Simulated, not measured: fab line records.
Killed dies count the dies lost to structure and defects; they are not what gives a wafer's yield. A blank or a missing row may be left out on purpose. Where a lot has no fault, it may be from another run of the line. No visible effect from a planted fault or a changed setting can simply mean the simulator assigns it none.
fab line records -- flow n5_finfet
record: lots: 7, wafers: 39
route steps=1938 shown PMOS_HMC_CHANNEL_EPI@57 FIN_SAQP@96 HKMG_FIN@386 BEOL_M1@814 BEOL_M2@890 BEOL_M3@998 BEOL_M7@1263 BEOL_M8@1398 BEOL_M11@1552 BEOL_M12@1656 TV_LITHO@1886 PASSIVATION@1930
start_h: hours from the record's opening day to when the first of the lot's shown wafers began -- wait_h: hours elapsed since this lot's preceding step -- " identical to the entry in the row above -- L1.1+2: a row that stands for several wafers -- - value missing, or start not given -- * or withheld: withheld -- < > ~ a bound
route shown NAME@n: a module of which the file shows steps, and the number in the route of the first -- usual: mean/standard deviation taken from wafers without a fault -- same: alike in all rows -- chamber/n: place in a boat -- sites: per-site readings -- _std_site: the values' standard deviation -- _edge_site: inner sites' mean taken away from outer sites' mean -- radius_mm: how far each site lies from the wafer's centre -- mask NAME#n: copy n -- behind: the last tool/chamber to shape the wafer -- hold: the reason the lot was held/the length of the hold in hours/how it ended -- device: the transistor (n, p or np) that didn't switch -- end of line: the tests these same wafers got at the end of their route -- a step without rows: its recipe alone -- killed: not the wafer's yield, but the dies lost to structure and defects at the first sort -- map: dies across one wafer; x = killed, . = not, _ = none there
set.NAME: the setting as run; set.NAME@STEP: as run at that earlier step -- model.NAME: the simulator's own value behind a step, which no gauge read
lots with deliberately changed settings; one table per step, one row per wafer
== steps ==
step: N5_PMOS_HMC_CHANNEL_EPI_HM_DEP_34
recipe: material: SiO2, target_thk_a: 360, temp_c: 400, precursor: TEOS/O2, pressure_torr: 6.5, rf_w: 900, teos_flow_sccm: 161.4, gas: O2, flow_sccm: 2650, time_s: 6.9
step: N5_FIN_SAQP_HM_DEP_03
recipe: material: SiNx, target_thk_a: 380, temp_c: 400, precursor: SiH4/NH3/N2, pressure_torr: 1.5, rf_w: 300, time_s: 33.6
step: N5_HKMG_FIN_HK_ALD_01
recipe: material: HfO2, target_thk_a: 16, temp_c: withheld, ald_precursor_family: HfCl4, ald_co_reactant: H2O, pulse_time_s: 3, purge_time_s: 3, co_reactant_purge_time_s: 2.5, co_reactant_pulse_time_s: 0.3, ald_cycles: 30
step: N5_BEOL_M1_SPUTTER_48
recipe: material: Cu, target_thk_a: 45, temp_c: -20, chamber_pressure_pa: 0.07, power_w: withheld, time_s: 8.29
step: N5_BEOL_M2_TRENCH_ETCH_37
recipe: chemistry: C4F6/O2, target_depth_a: 555.55, target: SiOC, time_s: 29.2, ion_energy_ev: 250, pressure_mtorr: 30, source_w: 355, bias_w: 185, Ar_flow_sccm: 300, C4F6_flow_sccm: 10, O2_flow_sccm: 10
step: N5_BEOL_M3_SPUTTER_81
step: N5_BEOL_M7_ILD_DEP_00
recipe: material: SiCOH_lowk, target_thk_a: 1797.5, temp_c: 300, precursor: DEMS/porogen, pressure_torr: 5, rf_w: 500, time_s: 33.4
step: N5_BEOL_M8_DEP_56
recipe: material: SiCN, target_thk_a: 100, temp_c: withheld, precursor: 3MS/NH3, pressure_torr: 3, rf_w: 202, time_s: 17.5
step: N5_BEOL_M11_DESCUM_16
recipe: chemistry: O2, time_s: 7.9, source_power_w: 50, bias_power_w: 20, pressure_mtorr: 20, rf_frequency_hz: 2.712e+07, temp_c: 40, resist: CAR-ArF, o2_flow_sccm: 225
step: N5_BEOL_M12_DEP_53
recipe: material: SiCN, target_thk_a: 300, temp_c: withheld, precursor: 3MS/NH3, pressure_torr: 3, rf_w: 675, time_s: 10.5
step: N5_PASSIVATION_DESCUM_12
recipe: chemistry: O2, time_s: 7.9, source_power_w: 50, bias_power_w: 20, pressure_mtorr: 20, rf_frequency_hz: 2.712e+07, temp_c: 40, o2_flow_sccm: 225
step: N5_PASSIVATION_ETCH_54
recipe: chemistry: CHF3/O2, target: SiO2, target_depth_a: 8800, CHF3_flow_sccm: 50, O2_flow_sccm: 5, Ar_flow_sccm: 200, time_s: 440, mask_material: PR, pressure_mtorr: 30, source_w: 650, bias_w: 170, ion_energy_ev: 200
step: N5_PASSIVATION_PROBE_49
usual: killed_at_M0_to_M3: 36/10, killed_at_other: 4/3.3, killed_dies: 104/18, killed_on_rim: 14/4.1
lot.wafer,tool,chamber,start_h,wait_h,set.time_s@PMOS_HMC_CHANNEL_EPI_HM_DEP_34,set.target_thk_a@FIN_SAQP_HM_DEP_03,set.ald_cycles@HKMG_FIN_HK_ALD_01,set.target_thk_a@BEOL_M1_SPUTTER_48,set.time_s@BEOL_M2_TRENCH_ETCH_37,set.target_thk_a@BEOL_M3_SPUTTER_81,set.time_s@BEOL_M7_ILD_DEP_00,set.time_s@BEOL_M8_DEP_56,set.time_s@BEOL_M11_DESCUM_16,set.time_s@BEOL_M12_DEP_53,set.time_s@PASSIVATION_DESCUM_12,set.time_s@PASSIVATION_ETCH_54,killed_at_M0_to_M3,killed_at_other,killed_dies,killed_on_rim
L077.1,prober-01,-,337.20,0.0,9.974,380,30,66.06,15.1,33.17,33.4,17.5,5.971,10.5,6.078,360.7,765,22,1133,144
L077.2,prober-01,-,337.25,0.1,6.9,516.5,30,45,15.1,45,52.74,17.5,5.971,10.5,6.078,440,1009,1,1180,152
L077.3,prober-01,-,337.30,0.1,6.9,516.5,25,45,15.1,33.17,52.74,20.83,7.9,10.5,6.078,440,894,2,1180,152
L077.4,prober-01,-,337.35,0.2,9.974,380,30,66.06,29.2,45,33.4,20.83,5.971,10.5,7.9,440,36,2,94,15
L077.5,prober-01,-,337.40,0.2,6.9,380,25,45,29.2,45,33.4,20.83,7.9,10.5,7.9,360.7,37,569,800,56
L077.6,prober-01,-,337.45,0.3,9.974,516.5,25,66.06,29.2,33.17,52.74,17.5,7.9,10.5,7.9,360.7,30,3,1180,152
L079.1,prober-01,-,344.30,0.0,6.9,380,38,64.09,29.2,35.31,33.4,27.45,7.9,10.5,7.9,440,53,5,116,17
L079.2,prober-01,-,344.35,0.1,10.18,380,38,45,29.2,45,33.4,17.5,7.9,10.5,7.9,440,41,1,85,10
L079.3,prober-01,-,344.40,0.1,10.18,380,38,64.09,29.2,35.31,33.4,27.45,7.9,15.99,4.057,440,34,4,92,12
L079.4,prober-01,-,344.45,0.2,10.18,380,30,64.09,29.2,45,33.4,17.5,7.9,10.5,4.057,440,27,5,117,13
L079.5,prober-01,-,344.50,0.2,6.9,380,30,45,29.2,45,33.4,27.45,7.9,15.99,7.9,440,43,3,117,11
L079.6,prober-01,-,344.55,0.3,6.9,380,30,45,29.2,35.31,33.4,17.5,7.9,15.99,4.057,440,56,0,138,15
L082.1,prober-02,-,348.15,0.0,6.9,229.2,30,45,29.2,45,33.4,17.5,7.9,10.5,6.218,440,59,6,124,20
L082.2,prober-02,-,348.20,0.1,6.9,380,30,28.76,29.2,45,33.4,17.5,3.551,10.5,6.218,440,49,8,124,18
L082.3,prober-02,-,348.25,0.1,5.586,229.2,30,28.76,29.2,45,33.4,17.5,7.9,14.32,7.9,307.9,36,1061,1180,152
L082.4,prober-02,-,348.30,0.2,6.9,380,39,45,29.2,45,33.4,17.5,7.9,14.32,7.9,440,44,6,146,17
L082.5,prober-02,-,348.35,0.2,5.586,380,39,45,29.2,45,33.4,17.5,3.551,10.5,7.9,307.9,63,1041,1180,152
L082.6,prober-02,-,348.40,0.3,5.586,229.2,39,28.76,29.2,45,33.4,17.5,3.551,14.32,6.218,307.9,72,1038,1180,152
L089.1,prober-01,-,399.06,0.0,6.9,380,30,45,19.27,45,33.4,24.12,5.689,10.5,7.9,521,619,27,695,84
L089.2,prober-01,-,399.11,0.1,6.9,172.8,36,45,29.2,45,33.4,17.5,7.9,10.5,7.9,521,49,8,110,12
L089.3,prober-01,-,399.16,0.1,6.9,380,36,34.13,19.27,45,33.4,24.12,7.9,10.5,7.9,440,764,4,821,116
L089.4,prober-01,-,399.21,0.2,6.9,380,30,34.13,19.27,45,33.4,17.5,5.689,10.5,7.9,521,598,8,650,74
L089.5,prober-01,-,399.26,0.2,6.9,172.8,30,34.13,29.2,45,33.4,24.12,5.689,10.5,7.9,440,50,13,116,25
L089.6,prober-01,-,399.31,0.3,6.9,172.8,36,45,29.2,45,33.4,17.5,7.9,10.5,7.9,440,23,3,70,14
L093.1,prober-01,-,439.05,0.0,8.163,263.5,16,66.37,29.2,31.51,41.39,21.86,10.24,12.45,5.188,440,42,3,101,20
L093.2,prober-01,-,439.10,0.1,8.163,263.5,30,45,29.2,31.51,41.39,17.5,10.24,10.5,7.9,440,25,9,93,12
L093.3,prober-01,-,439.15,0.1,6.9,380,30,66.37,29.2,31.51,33.4,21.86,7.9,10.5,7.9,205.5,40,1097,1180,152
L093.4,prober-01,-,439.20,0.2,6.9,263.5,16,66.37,29.2,45,33.4,17.5,10.24,12.45,5.188,205.5,38,1064,1180,152
L093.5,prober-01,-,439.25,0.2,6.9,380,16,45,29.2,45,41.39,21.86,7.9,10.5,5.188,205.5,31,1098,1180,152
L093.6,prober-01,-,439.30,0.3,8.163,380,30,45,29.2,45,33.4,17.5,7.9,12.45,7.9,440,47,2,116,10
L094.4,prober-02,-,460.19,0.2,6.9,380,30,45,29.2,45,33.4,17.5,7.9,10.5,7.9,440,42,0,81,8
L094.5,prober-02,-,460.24,0.2,6.9,380,30,45,29.2,45,33.4,17.5,7.9,10.5,7.9,440,42,1,86,6
L094.6,prober-02,-,460.29,0.3,6.9,380,30,45,29.2,45,33.4,17.5,7.9,10.5,7.9,440,54,1,103,17
L097.1,prober-01,-,478.20,0.0,6.9,607.5,30,45,16.22,45,26.67,17.5,10.92,10.5,7.9,254.9,1039,93,1180,152
L097.2,prober-01,-,478.25,0.1,6.9,380,35,45,29.2,45,26.67,17.5,10.92,6.5,10.3,440,48,2,181,23
L097.3,prober-01,-,478.30,0.1,6.9,380,35,51.78,16.22,45,33.4,17.5,10.92,6.5,7.9,254.9,977,159,1180,152
L097.4,prober-01,-,478.35,0.2,6.9,380,30,45,16.22,45,33.4,17.5,7.9,10.5,10.3,440,255,6,1150,152
L097.5,prober-01,-,478.40,0.2,6.9,607.5,30,51.78,29.2,45,33.4,17.5,7.9,6.5,10.3,254.9,18,118,1180,152
L097.6,prober-01,-,478.45,0.3,6.9,607.5,35,51.78,29.2,45,26.67,17.5,7.9,10.5,7.9,440,41,2,95,18
killed by level:class
L077.1 BEOL_M2:area_ecd=732 HKMG_FIN:area_ald=291 PASSIVATION:area_etch=22 STI_FIN_REVEAL:geometric_particle:open=10 BEOL_M3:geometric_particle:short=8 BEOL_M0_SAQP:geometric_particle:short=7 FIN_SAQP:geometric_particle:short=6 BEOL_M4:geometric_particle:open=6
L077.2 BEOL_M2:area_ecd=972 BEOL_M7:area_etch=116 FIN_SAQP:geometric_particle:short=12 BEOL_M1:geometric_particle:open=11 MOL_CONTACT_COAG:geometric_particle:open=7 STI_FIN_REVEAL:geometric_particle:open=6 BEOL_M2:geometric_particle:open=6 BEOL_M4:geometric_particle:open=6
L077.3 BEOL_M2:area_ecd=864 HKMG_FIN:area_ald=162 BEOL_M7:area_etch=67 STI_FIN_REVEAL:geometric_particle:open=12 BEOL_M2:geometric_particle:open=11 FIN_SAQP:geometric_particle:short=9 FIN_SAQP:geometric_particle:open=5 GATE_CUT:geometric_particle:short=5
L077.4 BEOL_M4:geometric_particle:open=10 BEOL_M0_SAQP:geometric_particle:open=7 BEOL_M3:geometric_particle:open=7 BEOL_M1:geometric_particle:open=7 FIN_SAQP:geometric_particle:short=6 BEOL_M0_SAQP:geometric_particle:short=5 BEOL_M2:geometric_particle:open=5 STARTING-WAFER:geometric_particle:short=5
L077.5 PASSIVATION:area_etch=568 HKMG_FIN:area_ald=136 BEOL_M4:geometric_particle:open=9 FIN_SAQP:geometric_particle:open=8 BEOL_M1:geometric_particle:open=8 FIN_SAQP:geometric_particle:short=7 BEOL_M2:geometric_particle:open=7 BEOL_M3:geometric_particle:short=6
L077.6 BEOL_M7:area_etch=1096 BEOL_M1:geometric_particle:open=10 STI_FIN_REVEAL:geometric_particle:open=8 FIN_SAQP:geometric_particle:open=7 MOL_CONTACT_COAG:geometric_particle:open=5 BEOL_M1:geometric_particle:short=5 BEOL_M2:geometric_particle:open=4 BEOL_M4:geometric_particle:open=4
L079.1 BEOL_M3:geometric_particle:open=15 MOL_CONTACT_COAG:geometric_particle:open=14 DUMMY_GATE:geometric_particle:open=10 BEOL_M0_SAQP:geometric_particle:open=9 BEOL_M0_SAQP:geometric_particle:short=9 BEOL_M2:geometric_particle:open=8 BEOL_M4:geometric_particle:open=7 BEOL_M1:geometric_particle:open=4
L079.2 BEOL_M0_SAQP:geometric_particle:open=11 BEOL_M2:geometric_particle:open=10 MOL_CONTACT_COAG:geometric_particle:open=6 BEOL_M3:geometric_particle:open=6 BEOL_M4:geometric_particle:open=5 BEOL_M0_SAQP:geometric_particle:short=4 BEOL_M3:geometric_particle:short=4 FIN_SAQP:geometric_particle:open=3
L079.3 BEOL_M1:geometric_particle:open=12 MOL_CONTACT_COAG:geometric_particle:open=10 BEOL_M0_SAQP:geometric_particle:open=9 DUMMY_GATE:geometric_particle:open=6 GATE_CUT:geometric_particle:short=4 BEOL_M2:geometric_particle:open=4 BEOL_M3:geometric_particle:open=4 STARTING-WAFER:geometric_particle:short=4
L079.4 MOL_CONTACT_COAG:geometric_particle:open=21 BEOL_M3:geometric_particle:open=9 MOL_CONTACT_COAG:geometric_particle:short=8 BEOL_M4:geometric_particle:open=8 FIN_SAQP:geometric_particle:open=6 BEOL_M0_SAQP:geometric_particle:open=5 HKMG_FIN:area_etch=5 GATE_CUT:geometric_particle:open=4
L079.5 BEOL_M2:geometric_particle:open=12 BEOL_M3:geometric_particle:open=12 FIN_SAQP:geometric_particle:short=11 FIN_SAQP:geometric_particle:open=8 MOL_CONTACT_COAG:geometric_particle:open=7 BEOL_M4:geometric_particle:open=7 STI_FIN_REVEAL:geometric_particle:open=6 BEOL_M0_SAQP:geometric_particle:short=5
L079.6 MOL_CONTACT_COAG:geometric_particle:open=17 BEOL_M0_SAQP:geometric_particle:open=13 FIN_SAQP:geometric_particle:open=11 BEOL_M1:geometric_particle:open=11 BEOL_M0_SAQP:geometric_particle:short=11 BEOL_M2:geometric_particle:open=9 BEOL_M3:geometric_particle:open=8 FIN_SAQP:geometric_particle:short=7
L082.1 BEOL_M2:geometric_particle:open=17 MOL_CONTACT_COAG:geometric_particle:open=10 BEOL_M1:geometric_particle:open=9 STI_FIN_REVEAL:geometric_particle:open=9 BEOL_M0_SAQP:geometric_particle:open=8 FIN_SAQP:geometric_particle:short=7 BEOL_M0:geometric_particle:open=7 BEOL_M0_SAQP:geometric_particle:short=6
L082.2 MOL_CONTACT_COAG:geometric_particle:open=17 BEOL_M3:geometric_particle:open=15 BEOL_M0_SAQP:geometric_particle:open=10 BEOL_M0_SAQP:geometric_particle:short=8 BEOL_M4:geometric_particle:open=7 MOL_CONTACT_COAG:geometric_particle:short=5 BEOL_M1:geometric_particle:open=5 FIN_SAQP:geometric_particle:open=4
L082.3 PASSIVATION:area_etch=1053 MOL_CONTACT_COAG:geometric_particle:open=17 BEOL_M4:geometric_particle:open=14 BEOL_M3:geometric_particle:open=11 ILD0:geometric_particle:short=9 DUMMY_GATE:geometric_particle:open=8 BEOL_M2:geometric_particle:open=7 MIM_TOP_ETCH:geometric_particle:short=6
L082.4 STI_FIN_REVEAL:geometric_particle:open=24 BEOL_M4:geometric_particle:open=14 BEOL_M3:geometric_particle:open=11 MOL_CONTACT_COAG:geometric_particle:open=8 BEOL_M2:geometric_particle:open=8 BEOL_M0_SAQP:geometric_particle:short=7 STARTING-WAFER:geometric_particle:open=7 ILD0:geometric_particle:open=5
L082.5 PASSIVATION:area_etch=1034 BEOL_M3:geometric_particle:open=15 BEOL_M2:geometric_particle:open=15 BEOL_M4:geometric_particle:open=13 MOL_CONTACT_COAG:geometric_particle:open=11 BEOL_M0_SAQP:geometric_particle:short=9 BEOL_M0_SAQP:geometric_particle:open=6 STARTING-WAFER:geometric_particle:open=6
L082.6 PASSIVATION:area_etch=1028 BEOL_M0_SAQP:geometric_particle:open=16 BEOL_M0_SAQP:geometric_particle:short=14 BEOL_M3:geometric_particle:open=14 STI_FIN_REVEAL:geometric_particle:open=10 BEOL_M4:geometric_particle:open=9 FIN_SAQP:geometric_particle:open=8 BEOL_M2:geometric_particle:open=8
L089.1 BEOL_M2:area_ecd=578 PASSIVATION:area_etch=22 BEOL_M2:geometric_particle:open=12 BEOL_M3:geometric_particle:open=10 FIN_SAQP:geometric_particle:open=7 STI_FIN_REVEAL:geometric_particle:open=7 BEOL_M4:geometric_particle:open=7 BEOL_M0_SAQP:geometric_particle:short=5
L089.2 BEOL_M0_SAQP:geometric_particle:open=15 BEOL_M3:geometric_particle:open=11 BEOL_M0_SAQP:geometric_particle:short=8 MOL_CONTACT_COAG:geometric_particle:open=7 FIN_SAQP:geometric_particle:open=6 BEOL_M4:geometric_particle:open=6 STI_FIN_REVEAL:geometric_particle:open=5 FIN_SAQP:geometric_particle:short=4
L089.3 BEOL_M2:area_ecd=712 BEOL_M0_SAQP:geometric_particle:open=18 BEOL_M0_SAQP:geometric_particle:short=16 FIN_SAQP:geometric_particle:open=10 FIN_SAQP:geometric_particle:short=9 MOL_CONTACT_COAG:geometric_particle:open=9 BEOL_M3:geometric_particle:open=6 STI_FIN_REVEAL:geometric_particle:open=4
L089.4 BEOL_M2:area_ecd=555 BEOL_M0_SAQP:geometric_particle:open=9 BEOL_M0_SAQP:geometric_particle:short=8 FIN_SAQP:geometric_particle:open=7 FIN_SAQP:geometric_particle:short=6 BEOL_M3:geometric_particle:open=6 BEOL_M4:geometric_particle:open=6 BEOL_M0:geometric_particle:open=5
L089.5 BEOL_M0_SAQP:geometric_particle:open=14 BEOL_M3:geometric_particle:open=10 FIN_SAQP:geometric_particle:short=9 BEOL_M0_SAQP:geometric_particle:short=9 HKMG_FIN:area_etch=8 FIN_SAQP:geometric_particle:open=7 MOL_CONTACT_COAG:geometric_particle:open=7 BEOL_M2:geometric_particle:short=5
L089.6 BEOL_M0_SAQP:geometric_particle:open=7 BEOL_M3:geometric_particle:open=7 FIN_SAQP:geometric_particle:open=6 BEOL_M4:geometric_particle:open=6 GATE_CUT:geometric_particle:short=5 STI_FIN_REVEAL:geometric_particle:open=4 BEOL_M0_SAQP:geometric_particle:short=4 FIN_SAQP:geometric_particle:short=3
L093.1 DUMMY_GATE:geometric_particle:open=9 BEOL_M3:geometric_particle:open=9 STI_FIN_REVEAL:geometric_particle:open=8 BEOL_M0_SAQP:geometric_particle:short=8 BEOL_M0_SAQP:geometric_particle:open=6 FIN_SAQP:geometric_particle:short=5 BEOL_M1:geometric_particle:open=5 BEOL_M3:geometric_particle:short=5
L093.2 FIN_SAQP:geometric_particle:short=12 BEOL_M3:geometric_particle:open=9 DUMMY_GATE:geometric_particle:open=7 MOL_CONTACT_COAG:geometric_particle:open=6 STI_FIN_REVEAL:geometric_particle:open=5 BEOL_M0_SAQP:geometric_particle:short=5 STARTING-WAFER:geometric_particle:short=5 PASSIVATION:area_etch=5
L093.3 PASSIVATION:area_etch=1092 BEOL_M0_SAQP:geometric_particle:short=11 FIN_SAQP:geometric_particle:open=9 BEOL_M3:geometric_particle:open=9 DUMMY_GATE:geometric_particle:open=7 BEOL_M0_SAQP:geometric_particle:open=7 BEOL_M1:geometric_particle:open=5 FIN_SAQP:geometric_particle:short=3
L093.4 PASSIVATION:area_etch=1057 BEOL_M4:geometric_particle:open=12 BEOL_M4:geometric_particle:short=12 BEOL_M0_SAQP:geometric_particle:open=11 FIN_SAQP:geometric_particle:short=10 FIN_SAQP:geometric_particle:open=9 BEOL_M0_SAQP:geometric_particle:short=8 BEOL_M3:geometric_particle:open=6
L093.5 PASSIVATION:area_etch=1095 DUMMY_GATE:geometric_particle:open=12 BEOL_M0_SAQP:geometric_particle:open=10 BEOL_M3:geometric_particle:open=7 BEOL_M0_SAQP:geometric_particle:short=6 BEOL_M4:geometric_particle:open=5 STI_FIN_REVEAL:geometric_particle:open=4 FIN_SAQP:geometric_particle:short=3
L093.6 BEOL_M0_SAQP:geometric_particle:short=19 BEOL_M0_SAQP:geometric_particle:open=13 FIN_SAQP:geometric_particle:open=11 DUMMY_GATE:geometric_particle:open=10 FIN_SAQP:geometric_particle:short=9 MOL_CONTACT_COAG:geometric_particle:open=6 BEOL_M5:geometric_particle:open=5 BEOL_M2:geometric_particle:open=4
L094.4 BEOL_M3:geometric_particle:open=8 BEOL_M3:geometric_particle:short=7 BEOL_M1:geometric_particle:open=7 BEOL_M0_SAQP:geometric_particle:open=6 MOL_CONTACT_COAG:geometric_particle:open=6 BEOL_M2:geometric_particle:open=6 BEOL_M1:geometric_particle:short=5 FIN_SAQP:geometric_particle:open=4
L094.5 BEOL_M3:geometric_particle:open=14 BEOL_M1:geometric_particle:open=9 MOL_CONTACT_COAG:geometric_particle:open=6 BEOL_M0_SAQP:geometric_particle:short=6 FIN_SAQP:geometric_particle:open=5 GATE_CUT:geometric_particle:short=5 BEOL_M0_SAQP:geometric_particle:open=5 ILD0:geometric_particle:short=4
L094.6 MOL_CONTACT_COAG:geometric_particle:open=14 BEOL_M3:geometric_particle:open=13 BEOL_M0_SAQP:geometric_particle:open=10 BEOL_M0_SAQP:geometric_particle:short=9 BEOL_M2:geometric_particle:open=9 BEOL_M1:geometric_particle:open=5 GATE_CUT:geometric_particle:short=4 BEOL_M3:geometric_particle:short=4
L097.1 BEOL_M2:area_ecd=997 PASSIVATION:area_etch=86 BEOL_M0_SAQP:geometric_particle:short=10 BEOL_M3:geometric_particle:open=9 BEOL_M0_SAQP:geometric_particle:open=8 STI_FIN_REVEAL:geometric_particle:open=7 FIN_SAQP:geometric_particle:short=6 FIN_SAQP:geometric_particle:open=5
L097.2 MOL_CONTACT_COAG:area_etch=89 BEOL_M2:geometric_particle:open=13 BEOL_M3:geometric_particle:open=8 BEOL_M2:geometric_particle:short=7 STI_FIN_REVEAL:geometric_particle:open=6 BEOL_M0_SAQP:geometric_particle:short=6 BEOL_M4:geometric_particle:open=6 STI_FIN_REVEAL:geometric_particle:short=5
L097.3 BEOL_M2:area_ecd=935 PASSIVATION:area_etch=147 BEOL_M0_SAQP:geometric_particle:open=10 GATE_CUT:geometric_particle:short=7 BEOL_M1:geometric_particle:open=7 MOL_CONTACT_COAG:geometric_particle:open=6 BEOL_M0_SAQP:geometric_particle:short=6 FIN_SAQP:geometric_particle:short=5
L097.4 MOL_CONTACT_COAG:area_etch=811 BEOL_M2:area_ecd=223 STI_FIN_REVEAL:geometric_particle:open=23 BEOL_M0_SAQP:geometric_particle:short=10 MOL_CONTACT_COAG:geometric_particle:open=8 STI_FIN_REVEAL:geometric_particle:short=6 BEOL_M1:geometric_particle:open=6 GATE_CUT:geometric_particle:open=5
L097.5 MOL_CONTACT_COAG:area_etch=976 PASSIVATION:area_etch=115 STI_FIN_REVEAL:geometric_particle:open=12 GATE_CUT:geometric_particle:open=7 BEOL_M4:geometric_particle:open=7 MOL_CONTACT_COAG:geometric_particle:open=6 BEOL_M2:geometric_particle:open=6 STI_FIN_REVEAL:geometric_particle:short=5
L097.6 BEOL_M3:geometric_particle:open=11 BEOL_M2:geometric_particle:open=8 BEOL_M0_SAQP:geometric_particle:open=6 FIN_SAQP:geometric_particle:open=5 STI_FIN_REVEAL:geometric_particle:open=5 DUMMY_GATE:geometric_particle:open=5 GATE_CUT:geometric_particle:open=5 MOL_CONTACT_COAG:geometric_particle:open=5
== key ==
split: step: N5_PMOS_HMC_CHANNEL_EPI_HM_DEP_34, setting: time_s, stated_as: 6.9
response none clear
split: step: N5_FIN_SAQP_HM_DEP_03, setting: target_thk_a, stated_as: 380
response none clear
split: step: N5_HKMG_FIN_HK_ALD_01, setting: ald_cycles, stated_as: 30
response none clear
split: step: N5_BEOL_M1_SPUTTER_48, setting: target_thk_a, stated_as: 45
response none clear
split: step: N5_BEOL_M2_TRENCH_ETCH_37, setting: time_s, stated_as: 29.2
response: step: N5_PASSIVATION_PROBE_49, reading: killed_at_M0_to_M3, slope: -15.6, per: 1%, together_with: all, explained: 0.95
response: step: N5_PASSIVATION_PROBE_49, reading: killed_on_rim, slope: -1.7, per: 1%, together_with: all, explained: 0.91
response: step: N5_PASSIVATION_PROBE_49, reading: killed_dies, slope: -12.8, per: 1%, together_with: all, explained: 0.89
split: step: N5_BEOL_M3_SPUTTER_81, setting: target_thk_a, stated_as: 45
response none clear
split: step: N5_BEOL_M7_ILD_DEP_00, setting: time_s, stated_as: 33.4
response none clear
split: step: N5_BEOL_M8_DEP_56, setting: time_s, stated_as: 17.5
response none clear
split: step: N5_BEOL_M11_DESCUM_16, setting: time_s, stated_as: 7.9
response none clear
split: step: N5_BEOL_M12_DEP_53, setting: time_s, stated_as: 10.5
response none clear
split: step: N5_PASSIVATION_DESCUM_12, setting: time_s, stated_as: 7.9
response none clear
split: step: N5_PASSIVATION_ETCH_54, setting: time_s, stated_as: 440
response: step: N5_PASSIVATION_PROBE_49, reading: killed_on_rim, slope: -2.53, per: 1%, together_with: all, explained: 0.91
response: step: N5_PASSIVATION_PROBE_49, reading: killed_dies, slope: -19.6, per: 1%, together_with: all, explained: 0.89
response: step: N5_PASSIVATION_PROBE_49, reading: killed_at_other, slope: -14.4, per: 1%, together_with: all, explained: 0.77
